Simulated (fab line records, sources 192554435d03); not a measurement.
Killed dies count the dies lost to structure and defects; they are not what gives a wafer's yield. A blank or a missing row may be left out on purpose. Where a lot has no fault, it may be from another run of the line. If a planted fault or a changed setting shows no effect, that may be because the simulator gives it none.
fab line records	flow n5_finfet
record: lots: 7	wafers: 20	last_day: 19
route steps=1938 shown BEOL_M10@1494 PASSIVATION@1936
lots that met no fault: taken from a fault-free run of the same line
start_h: start of the lot's first displayed wafer, in hours after the record's first day	wait_h: hours elapsed since this lot's preceding step	" the same as in the row above	L1.1+2: one row covering several wafers at once	- no value, or no start given	* or withheld: withheld	< > ~ a bound
route shown NAME@n: NAME is a module with steps in the file, n the number in the route of the first one	usual: mean/standard deviation taken from wafers without a fault	same: alike in all rows	chamber/n: place in a boat	sites: per-site readings	_std_site: how widely they spread, as a standard deviation	_edge_site: inner sites' mean taken away from outer sites' mean	radius_mm: how far each site lies from the wafer's centre	mask NAME#n: copy n	behind: the tool/chamber that last shaped the wafer	hold: reason for holding the lot/hours on hold/outcome of the hold	device: the transistor (n, p or np) that didn't switch	end of line: tests run on the same wafers once the route is complete	a step without rows: its recipe alone	killed: count of dies lost to structure and defects at first sort (not the wafer's yield)	map: shows each die of a wafer: x if killed, . if not, _ if none is there
set.NAME: setting as actually run; set.NAME@STEP: the setting as run at that earlier step	model.NAME: the simulator's own value behind a step, which no gauge read
lots at selected steps of the route; one table per step, one row per wafer
services: the hour from which a tool's chamber was out of use, counted from the record's first day as start_h (under 0 if before that day), plus the number of hours and why
== steps ==
step: N5_BEOL_M10_COAT_63
recipe: resist: SOC	temp_c: 250	time_s: 60	spin_rpm: 1500	resist_thk_nm: 100
step: N5_BEOL_M10_COAT_64
recipe: resist: SiARC	temp_c: 220	time_s: 60	spin_rpm: 1500	resist_thk_nm: 30
step: N5_BEOL_M10_COAT_22
recipe: resist: CAR-ArF	spin_rpm: 1500	resist_thk_nm: 90
step: N5_BEOL_M10_EBR_24
recipe: solvent: PGMEA	ebr_width_mm: 1.5
step: N5_BEOL_M10_SOFTBAKE_23
recipe: temp_c: 110	time_s: 60	resist: CAR-ArF
step: N5_BEOL_M10_EXPOSE_25
recipe: mask_id: V9	na: 1.35	source_shape: annular	sigma_inner: 0.5	sigma_outer: 0.8	polarization: unpolarized	dose_mj: 85.5
step: N5_BEOL_M10_PEB_26
recipe: peb_temp_c: withheld	peb_time_s: 60	resist: CAR-ArF
step: N5_BEOL_M10_DEVELOP_27
recipe: develop_time_s: 30	developer: TMAH	resist: CAR-ArF	rinse_liquid: diw	dry: air_spin	dev_temp_c: 23
step: N5_BEOL_M10_CD_MEAS_28
recipe: target_cd_nm: 70	landing_energy_ev: 500	detector: se_inlens	polarity: opening
usual: cd_nm: 69.4/1.2
lot.wafer	tool	chamber	start_h	wait_h	cd_nm
L574.3	cd_sem-01	0	240.95	-	69.7
L574.4	"	0	"	"	68.2
L574.5	"	0	"	"	68.1
L575.1	cd_sem-03	0	249.50	-	68.8
L575.2	"	0	"	"	70.2
L575.6	"	0	"	"	69.7
L582.1	cd_sem-01	0	295.01	-	70.7
L582.2	"	0	"	"	70.3
L582.3	"	0	"	"	71.0
L583.1	cd_sem-03	0	302.91	-	69.7
L583.2	"	0	"	"	69.0
L587.3	cd_sem-02	0	321.95	-	69.2
L587.4	"	0	"	"	70.9
L587.5	"	0	"	"	69.3
L585.1	cd_sem-03	0	323.36	-	68.2
L585.2	"	0	"	"	67.7
L585.5	"	0	"	"	69.7
L590.2	cd_sem-02	0	349.76	-	68.7
L590.5	"	0	"	"	69.8
L590.6	"	0	"	"	69.1
step: N5_BEOL_M10_OVL_MEAS_29
recipe: points_per_wafer: 44
usual: V9_OVL: -0.1/0.75
lot.wafer	tool	chamber	start_h	wait_h	V9_OVL[nm]
L574.3	overlay-01	0	240.98	0.0	0.0
L574.4	"	0	"	"	-0.2
L574.5	"	0	"	"	-0.4
L575.1	overlay-02	0	249.53	0.0	1.7
L575.2	"	0	"	"	0.3
L575.6	"	0	"	"	0.6
L582.1	overlay-01	0	295.04	0.0	1.3
L582.2	"	0	"	"	1.3
L582.3	"	0	"	"	1.0
L583.1	overlay-02	0	302.94	0.0	0.6
L583.2	"	0	"	"	1.0
L587.3	overlay-01	0	321.97	0.0	-0.6
L587.4	"	0	"	"	0.7
L587.5	"	0	"	"	-0.4
L585.1	overlay-02	0	323.39	0.0	-0.3
L585.2	"	0	"	"	-0.2
L585.5	"	0	"	"	-0.7
L590.2	overlay-02	0	349.79	0.0	-0.4
L590.5	"	0	"	"	-1.3
L590.6	"	0	"	"	-1.0
step: N5_BEOL_M10_INSPECT_30
recipe: mode: adi	inspect_instrument: brightfield
usual: raw_defect_count: 423/93
lot.wafer	tool	chamber	start_h	wait_h	raw_defect_count
L574.3	defect_inspect-01	-	241.00	0.0	547
L574.4	"	-	"	"	343
L574.5	"	-	"	"	420
L575.1	defect_inspect-01	-	249.55	0.0	405
L575.2	"	-	"	"	380
L575.6	"	-	"	"	498
L582.1	defect_inspect-01	-	295.06	0.0	326
L582.2	"	-	"	"	424
L582.3	"	-	"	"	587
L583.1	defect_inspect-01	-	302.96	0.0	287
L583.2	"	-	"	"	332
L587.3	defect_inspect-02	-	322.00	0.0	487
L587.4	"	-	"	"	503
L587.5	"	-	"	"	452
L585.1	defect_inspect-02	-	323.41	0.0	609
L585.2	"	-	"	"	631
L585.5	"	-	"	"	496
L590.2	defect_inspect-02	-	349.81	0.0	417
L590.5	"	-	"	"	447
L590.6	"	-	"	"	255
step: N5_BEOL_M10_DESCUM_33
recipe: chemistry: O2	time_s: 7.9	source_power_w: 50	bias_power_w: 20	pressure_mtorr: 20	rf_frequency_hz: 2.712e+07	temp_c: 40	resist: CAR-ArF	o2_flow_sccm: 225
usual: drypump_motor_current_A: 5.5/0.45	oes_product_au: 0.78/0.072	rf_vpp_V: 243.3/1.4	showerhead_plenum_p_Torr: 2.11/0.078	throttle_valve_pct: 20.43/0.17
same: time_s: 7.9
lot.wafer	tool	chamber	start_h	wait_h	drypump_motor_current_A	oes_product_au	rf_hours_counter_h	rf_vpp_V	showerhead_plenum_p_Torr	throttle_valve_pct
L574.3	rie_diel-01	2	241.04	0.0	5.7	0.78	111	244.0	2.11	20.33
L574.4	"	3	"	"	5.4	0.73	151	242.8	2.01	20.68
L574.5	"	1	"	"	5.8	0.77	-	241.8	2.02	20.21
L575.1	rie_diel-02	3	249.59	0.0	4.8	0.81	71	245.8	2.15	20.70
L575.2	"	0	"	"	6.1	0.76	148	241.7	1.98	20.33
L575.6	"	1	"	"	5.2	0.73	-	242.6	2.08	20.35
L582.1	rie_diel-02	0	295.10	0.0	6.2	0.75	162	241.7	1.98	20.35
L582.2	"	2	"	"	5.8	0.74	142	243.1	2.15	20.20
L582.3	"	3	"	"	4.9	0.80	89	243.0	2.14	20.76
L583.1	rie_diel-02	0	303.00	0.0	6.1	0.75	165	241.4	1.98	20.35
L583.2	"	1	"	"	5.2	0.71	169	241.3	2.07	20.38
L587.3	rie_diel-04	2	322.03	0.0	4.7	0.83	75	243.9	2.11	20.47
L587.4	"	2	"	"	4.8	0.83	-	242.4	2.11	20.48
L587.5	"	1	"	"	5.8	0.75	-	242.7	2.12	20.60
L585.1	rie_diel-02	2	323.57	0.2	5.8	0.74	152	243.4	2.15	20.22
L585.2	"	0	"	"	6.2	0.74	173	241.5	1.97	20.37
L585.5	"	1	"	"	5.2	0.70	-	242.4	2.07	20.40
L590.2	rie_diel-01	0	350.14	0.3	6.2	0.71	185	240.9	2.01	20.74
L590.5	"	2	"	"	5.6	0.75	-	244.1	2.10	20.38
L590.6	"	3	"	"	5.4	0.70	-	242.1	2.00	20.73
step: N5_BEOL_M10_ETCH_65
recipe: chemistry: CF4	target: SiARC	target_depth_a: 390	mask_material: CAR-ArF	time_s: 65	ion_energy_ev: 80	pressure_mtorr: 40	source_w: 545	bias_w: 36	Ar_flow_sccm: 100	cf4_flow_sccm: 100	ends: cleared
usual: drypump_motor_current_A: 5.5/0.45	etch_rf_on_time_s: 64.7/2.5	oes_product_au: 0.67/0.066	rf_vpp_V: 184.2/1.2	showerhead_plenum_p_Torr: 2.15/0.072	throttle_valve_pct: 15.60/0.18
lot.wafer	tool	chamber	start_h	wait_h	drypump_motor_current_A	etch_rf_on_time_s	oes_product_au	rf_hours_counter_h	rf_vpp_V	showerhead_plenum_p_Torr	throttle_valve_pct
L574.3	rie_diel-01	2	241.07	0.0	5.6	64.8	0.66	111	183.3	2.14	15.43
L574.4	"	3	"	"	5.4	65.7	0.63	151	183.2	2.07	15.86
L574.5	"	1	"	"	5.7	67.0	0.66	-	183.8	2.08	15.48
L575.1	rie_diel-02	3	249.62	0.0	4.9	63.4	0.71	71	184.2	2.16	15.56
L575.2	"	0	"	"	6.2	64.7	0.66	148	183.3	2.05	15.68
L575.6	"	1	"	"	5.2	64.3	0.63	-	185.0	2.13	15.54
L582.1	rie_diel-02	0	295.13	0.0	6.2	63.5	0.65	162	182.9	2.04	15.71
L582.2	"	2	"	"	5.8	85.8	0.55	142	185.3	2.25	15.64
L582.3	"	3	"	"	4.9	63.9	0.69	89	183.3	2.15	15.61
L583.1	rie_diel-02	0	303.03	0.0	6.2	64.3	0.64	165	182.2	2.04	15.72
L583.2	"	1	"	"	5.2	80.3	0.55	169	184.8	2.13	15.56
L587.3	rie_diel-04	2	322.07	0.0	4.8	62.5	0.72	75	183.4	2.17	15.71
L587.4	"	2	"	"	4.7	62.6	0.71	-	184.0	2.17	15.73
L587.5	"	1	"	"	5.8	67.4	0.63	-	185.0	2.16	15.64
L585.1	rie_diel-02	2	323.60	0.0	5.8	69.9	0.61	152	185.0	2.25	15.65
L585.2	"	0	"	"	6.1	79.1	0.57	173	181.6	2.04	15.74
L585.5	"	1	"	"	5.2	65.5	0.61	-	183.4	2.13	15.59
L590.2	rie_diel-01	0	350.18	0.0	6.2	62.7	0.62	185	183.5	2.04	15.86
L590.5	"	2	"	"	5.6	64.3	0.64	-	185.0	2.12	15.51
L590.6	"	3	"	"	5.4	65.9	0.60	-	182.0	2.06	15.93
step: N5_BEOL_M10_ETCH_66
recipe: chemistry: N2/H2	target: SOC	target_depth_a: 1200	overetch_a: 240	mask_material: SiARC	temp_c: 40	time_s: 180	ion_energy_ev: 200	pressure_mtorr: 30	source_w: 840	bias_w: 150	n2_flow_sccm: 200	h2_flow_sccm: 200
usual: drypump_motor_current_A: 5.5/0.45	h2_flow_sccm: 200.0/0.61	oes_product_au: 0.63/0.052	rf_vpp_V: 524.2/2.6	showerhead_plenum_p_Torr: 2.57/0.1	throttle_valve_pct: 17.91/0.18
same: time_s: 180
lot.wafer	tool	chamber	start_h	wait_h	drypump_motor_current_A	h2_flow_sccm	oes_product_au	rf_hours_counter_h	rf_vpp_V	showerhead_plenum_p_Torr	throttle_valve_pct
L574.3	rie_diel-01	2	241.12	0.0	5.6	200.2	0.63	111	523.8	2.56	17.69
L574.4	"	3	"	"	5.4	199.5	0.60	151	521.3	2.46	18.14
L574.5	"	1	"	"	5.8	200.3	0.63	-	522.1	2.43	17.44
L575.1	rie_diel-02	3	249.67	0.0	4.8	199.7	0.67	71	525.3	2.61	18.05
L575.2	"	0	"	"	6.1	199.3	0.62	148	521.8	2.42	17.83
L575.6	"	1	"	"	5.2	200.4	0.60	-	524.4	2.54	17.88
L582.1	rie_diel-02	0	295.18	0.0	6.1	200.0	0.61	162	520.5	2.41	17.84
L582.2	"	2	"	"	5.8	199.3	0.60	142	527.3	2.68	18.03
L582.3	"	3	"	"	4.9	199.6	0.64	89	526.2	2.60	18.04
L583.1	rie_diel-02	0	303.08	0.0	6.1	200.2	0.61	165	520.8	2.41	17.85
L583.2	"	1	"	"	5.2	200.2	0.59	169	522.9	2.53	17.92
L587.3	rie_diel-04	2	322.12	0.0	4.7	199.6	0.67	75	524.1	2.60	18.17
L587.4	"	2	"	"	4.7	200.4	0.67	-	526.1	2.60	18.17
L587.5	"	1	"	"	5.8	200.5	0.61	-	524.3	2.54	17.78
L585.1	rie_diel-02	2	323.65	0.0	5.8	200.2	0.60	152	527.7	2.67	18.05
L585.2	"	0	"	"	6.1	200.1	0.60	173	519.3	2.41	17.88
L585.5	"	1	"	"	5.2	201.0	0.57	-	523.5	2.53	17.95
L590.2	rie_diel-01	0	350.23	0.0	6.2	200.0	0.57	185	521.6	2.40	17.91
L590.5	"	2	"	"	5.6	198.9	0.60	-	523.2	2.55	17.75
L590.6	"	3	"	"	5.4	200.8	0.57	-	520.4	2.44	18.20
step: N5_PASSIVATION_PROBE_49
usual: defect_limited_yield: 91.1/1.4	killed_at_M0_to_M3: 34/11	killed_at_M4_up: 14/5.6	killed_at_contacts: 13/5.9	killed_at_front_end: 40/11	killed_at_other: 4/3.1	killed_dies: 105/16	killed_open: 68/11	killed_short: 34/8.4	sort_bin_4_leakage: 0.01/0.11	sort_bin_5_function: 5.2/0.86	sort_bin_6_memory: 3.2/0.7	sort_bin_8_speed: 0.1/1.1	sort_n_pass: 1074/21	sort_yield_pct: 91.0/1.8
same: gross_dies: 1180	killed_at_back_side: 0
lot.wafer	tool	chamber	start_h	wait_h	defect_limited_yield[%]	killed_at_M0_to_M3	killed_at_M4_up	killed_at_contacts	killed_at_front_end	killed_at_other	killed_dies	killed_open	killed_short	sort_bin_4_leakage[%]	sort_bin_5_function[%]	sort_bin_6_memory[%]	sort_bin_8_speed[%]	sort_n_pass	sort_yield_pct[%]
L574.3	prober-02	-	295.48	0.1	90.3	39	7	10	55	4	115	67	41	0	4.5	4.1	0	1065	90.3
L574.4	prober-02	-	295.53	0.2	90.2	30	21	11	44	10	116	82	34	0	5.3	4.5	0	1064	90.2
L574.5	prober-02	-	295.58	0.2	90.3	31	13	18	50	3	115	69	46	0	5.3	4.2	0	1065	90.3
L575.1	prober-01	-	300.08	0.0	92.3	30	19	7	34	1	91	66	25	0	3.9	3.8	0	1089	92.3
L575.2	prober-01	-	300.13	0.1	91.8	32	16	7	36	6	97	64	30	0	5.9	2.2	0	1083	91.8
L575.6	prober-01	-	300.33	0.3	91.9	30	23	6	35	1	95	67	28	0	5.1	2.8	0	1085	91.9
L582.1	prober-01	-	353.65	0.0	91.5	31	5	10	49	5	100	60	32	0	5.1	2.7	0	1080	91.5
L582.2	prober-01	-	353.70	0.1	93.8	29	4	9	28	3	73	52	21	0	3.3	2.6	0	1107	93.8
L582.3	prober-01	-	353.75	0.1	91.9	27	9	21	38	1	96	65	31	0	5.0	2.9	0	1084	91.9
L583.1	prober-02	-	353.82	0.0	91.9	47	7	8	29	5	96	68	28	0	4.9	2.9	0	1084	91.9
L583.2	prober-02	-	353.87	0.1	90.8	38	22	8	36	4	108	76	30	0	5.6	3.4	0	1072	90.8
L587.3	prober-02	-	381.57	0.1	93.3	31	16	12	20	0	79	58	19	0	4.2	2.4	0	1101	93.3
L587.4	prober-02	-	381.62	0.2	90.1	45	16	12	43	1	117	77	32	0	5.9	3.1	0	1063	90.1
L587.5	prober-02	-	381.67	0.2	93.1	13	16	10	40	2	81	52	25	0	4.7	1.9	0	1099	93.1
L585.1	prober-01	-	389.25	0.0	90.3	41	16	17	35	5	114	79	34	0	5.7	3.7	0	1066	90.3
L585.2	prober-01	-	389.30	0.1	90.3	39	9	18	44	4	114	77	36	0	6.7	2.5	0	1066	90.3
L585.5	prober-01	-	389.45	0.2	88.9	40	19	15	51	6	131	88	41	1.27	7.0	3.6	0.1	1034	87.6
L590.2	prober-02	-	464.43	0.1	90.8	35	18	10	41	5	109	71	33	0	5.2	3.1	0	1071	90.8
L590.5	prober-02	-	464.58	0.2	90.8	38	15	4	48	3	108	76	32	0	6.2	2.8	0	1072	90.8
L590.6	prober-02	-	464.63	0.3	90.8	42	15	7	42	2	108	72	31	0	5.3	3.4	0	1072	90.8
killed by level:class
L574.3 FIN_SAQP:geometric_particle:open=12 BEOL_M2:geometric_particle:open=9 GATE_CUT:geometric_particle:short=8 BEOL_M0_SAQP:geometric_particle:short=8 STI_FIN_REVEAL:geometric_particle:open=7 MOL_CONTACT_COAG:geometric_particle:open=7 HKMG_FIN:area_etch=7 FIN_SAQP:geometric_particle:short=6
L574.4 FIN_SAQP:geometric_particle:open=17 MOL_CONTACT_COAG:geometric_particle:open=10 BEOL_M4:geometric_particle:open=9 BEOL_M2:geometric_particle:open=8 FIN_SAQP:geometric_particle:short=7 BEOL_M0_SAQP:geometric_particle:open=7 BEOL_M0_SAQP:geometric_particle:short=5 MIM_TOP_ETCH:geometric_particle:open=4
L574.5 MOL_CONTACT_COAG:geometric_particle:open=14 FIN_SAQP:geometric_particle:open=10 FIN_SAQP:geometric_particle:short=9 BEOL_M2:geometric_particle:open=9 GATE_CUT:geometric_particle:short=7 BEOL_M0_SAQP:geometric_particle:short=7 DUMMY_GATE:geometric_particle:open=6 BEOL_M0_SAQP:geometric_particle:open=5
L575.1 STI_FIN_REVEAL:geometric_particle:open=13 BEOL_M0_SAQP:geometric_particle:open=8 BEOL_M2:geometric_particle:open=8 BEOL_M5:geometric_particle:open=6 MOL_CONTACT_COAG:geometric_particle:open=6 FIN_SAQP:geometric_particle:open=5 BEOL_M4:geometric_particle:open=5 BEOL_M0_SAQP:geometric_particle:short=5
L575.2 FIN_SAQP:geometric_particle:open=9 BEOL_M2:geometric_particle:open=9 BEOL_M0_SAQP:geometric_particle:open=7 BEOL_M0_SAQP:geometric_particle:short=7 FIN_SAQP:geometric_particle:short=6 BEOL_M4:geometric_particle:open=6 DUMMY_GATE:geometric_particle:open=4 MOL_CONTACT_COAG:geometric_particle:open=4
L575.6 BEOL_M2:geometric_particle:open=14 BEOL_M4:geometric_particle:open=10 FIN_SAQP:geometric_particle:short=7 DUMMY_GATE:geometric_particle:open=7 MOL_CONTACT_COAG:geometric_particle:open=6 FIN_SAQP:geometric_particle:open=5 STI_FIN_REVEAL:geometric_particle:open=5 GATE_CUT:geometric_particle:short=4
L582.1 FIN_SAQP:geometric_particle:open=14 MOL_CONTACT_COAG:geometric_particle:open=9 BEOL_M2:geometric_particle:open=9 HKMG_FIN:area_etch=7 FIN_SAQP:geometric_particle:short=6 GATE_CUT:geometric_particle:short=6 STI_FIN_REVEAL:geometric_particle:open=5 BEOL_M0_SAQP:geometric_particle:short=4
L582.2 FIN_SAQP:geometric_particle:open=11 MOL_CONTACT_COAG:geometric_particle:open=8 BEOL_M3:geometric_particle:open=7 FIN_SAQP:geometric_particle:short=5 BEOL_M0_SAQP:geometric_particle:open=4 BEOL_M0:geometric_particle:short=4 BEOL_M1:geometric_particle:open=4 STI_FIN_REVEAL:geometric_particle:open=3
L582.3 MOL_CONTACT_COAG:geometric_particle:open=17 STI_FIN_REVEAL:geometric_particle:open=12 BEOL_M0_SAQP:geometric_particle:open=10 FIN_SAQP:geometric_particle:open=8 BEOL_M0_SAQP:geometric_particle:short=7 FIN_SAQP:geometric_particle:short=4 MOL_CONTACT_COAG:geometric_particle:short=4 STARTING-WAFER:geometric_particle:short=4
L583.1 BEOL_M1:geometric_particle:open=12 BEOL_M2:geometric_particle:open=11 BEOL_M0_SAQP:geometric_particle:open=11 FIN_SAQP:geometric_particle:short=7 DUMMY_GATE:geometric_particle:open=7 BEOL_M0_SAQP:geometric_particle:short=6 MOL_CONTACT_COAG:geometric_particle:open=4 MOL_CONTACT_COAG:geometric_particle:short=4
L583.2 BEOL_M4:geometric_particle:open=12 BEOL_M1:geometric_particle:open=9 BEOL_M0_SAQP:geometric_particle:open=8 BEOL_M2:geometric_particle:open=8 FIN_SAQP:geometric_particle:open=7 DUMMY_GATE:geometric_particle:open=7 GATE_CUT:geometric_particle:short=6 MOL_CONTACT_COAG:geometric_particle:open=5
L587.3 MOL_CONTACT_COAG:geometric_particle:open=10 STI_FIN_REVEAL:geometric_particle:open=9 BEOL_M0_SAQP:geometric_particle:short=7 BEOL_M4:geometric_particle:open=7 BEOL_M0_SAQP:geometric_particle:open=5 BEOL_M1:geometric_particle:open=5 BEOL_M5:geometric_particle:open=5 FIN_SAQP:geometric_particle:open=4
L587.4 BEOL_M0_SAQP:geometric_particle:short=13 FIN_SAQP:geometric_particle:open=12 STI_FIN_REVEAL:geometric_particle:open=10 MOL_CONTACT_COAG:geometric_particle:open=9 BEOL_M0_SAQP:geometric_particle:open=8 BEOL_M2:geometric_particle:open=8 BEOL_M5:geometric_particle:open=7 BEOL_M1:geometric_particle:open=5
L587.5 STI_FIN_REVEAL:geometric_particle:open=10 FIN_SAQP:geometric_particle:open=9 MOL_CONTACT_COAG:geometric_particle:open=9 BEOL_M4:geometric_particle:open=8 FIN_SAQP:geometric_particle:short=6 STARTING-WAFER:geometric_particle:short=5 BEOL_M0_SAQP:geometric_particle:short=4 DUMMY_GATE:geometric_particle:open=3
L585.1 MOL_CONTACT_COAG:geometric_particle:open=15 BEOL_M0_SAQP:geometric_particle:open=14 BEOL_M1:geometric_particle:open=9 FIN_SAQP:geometric_particle:short=8 BEOL_M4:geometric_particle:open=8 BEOL_M0_SAQP:geometric_particle:short=7 DUMMY_GATE:geometric_particle:open=5 GATE_CUT:geometric_particle:open=4
L585.2 MOL_CONTACT_COAG:geometric_particle:open=17 STI_FIN_REVEAL:geometric_particle:open=11 BEOL_M0_SAQP:geometric_particle:open=10 BEOL_M0:geometric_particle:open=10 FIN_SAQP:geometric_particle:short=9 BEOL_M0_SAQP:geometric_particle:short=8 BEOL_M4:geometric_particle:open=7 STARTING-WAFER:geometric_particle:short=5
L585.5 STI_FIN_REVEAL:geometric_particle:open=16 MOL_CONTACT_COAG:geometric_particle:open=12 BEOL_M4:geometric_particle:open=12 BEOL_M0_SAQP:geometric_particle:open=11 BEOL_M0_SAQP:geometric_particle:short=11 DUMMY_GATE:geometric_particle:open=9 BEOL_M1:geometric_particle:open=7 FIN_SAQP:geometric_particle:short=6
L590.2 BEOL_M2:geometric_particle:open=9 BEOL_M3:geometric_particle:open=9 FIN_SAQP:geometric_particle:open=8 MOL_CONTACT_COAG:geometric_particle:open=8 BEOL_M4:geometric_particle:open=6 DUMMY_GATE:geometric_particle:open=5 ILD0:geometric_particle:short=5 BEOL_M2:geometric_particle:short=5
L590.5 BEOL_M3:geometric_particle:open=12 STI_FIN_REVEAL:geometric_particle:open=10 FIN_SAQP:geometric_particle:open=9 DUMMY_GATE:geometric_particle:open=7 BEOL_M0_SAQP:geometric_particle:open=7 BEOL_M4:geometric_particle:open=6 BEOL_M0_SAQP:geometric_particle:short=5 STARTING-WAFER:geometric_particle:open=5
L590.6 BEOL_M0_SAQP:geometric_particle:open=11 FIN_SAQP:geometric_particle:open=9 BEOL_M3:geometric_particle:open=8 ILD0:geometric_particle:open=7 STI_FIN_REVEAL:geometric_particle:open=6 MOL_CONTACT_COAG:geometric_particle:open=6 BEOL_M0_SAQP:geometric_particle:short=6 FIN_SAQP:geometric_particle:short=5
== services ==
tool	chamber	start_h	hours	kind
rie_diel-04	1	218.53	47.5	repair
rie_diel-02	2	251.79	2.0	repair
rie_diel-02	0	254.07	3.1	repair
rie_diel-04	1	304.65	10.7	repair
rie_diel-04	3	315.41	-	clean
rie_diel-04	3	315.41	-	consumable_replace:focus_ring
rie_diel-04	3	315.41	16.5	scheduled_down
rie_diel-04	3	315.41	16.5	vent_cycle
rie_diel-02	-	322.87	0.1	repair
rie_diel-04	-	344.56	3.4	repair
== key ==
first_sign: step: N5_BEOL_M10_ETCH_65	reading: etch_rf_on_time_s	direction: up	sigmas: 6.7	usual: *	struck: *
effect none on later readings
met_at N5_BEOL_M10_ETCH_65
struck_wafers L582.2,L583.2,L585.2
onset_between 249.62 295.13
fault: kind: process_parameter_drift	tool: rie_diel-02	chamber: -	onset_h: 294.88	steps: N5_BEOL_M10_ETCH_65	channel: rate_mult	offset: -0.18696	shape: step	end_h: 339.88	scope: struck_wafers_only
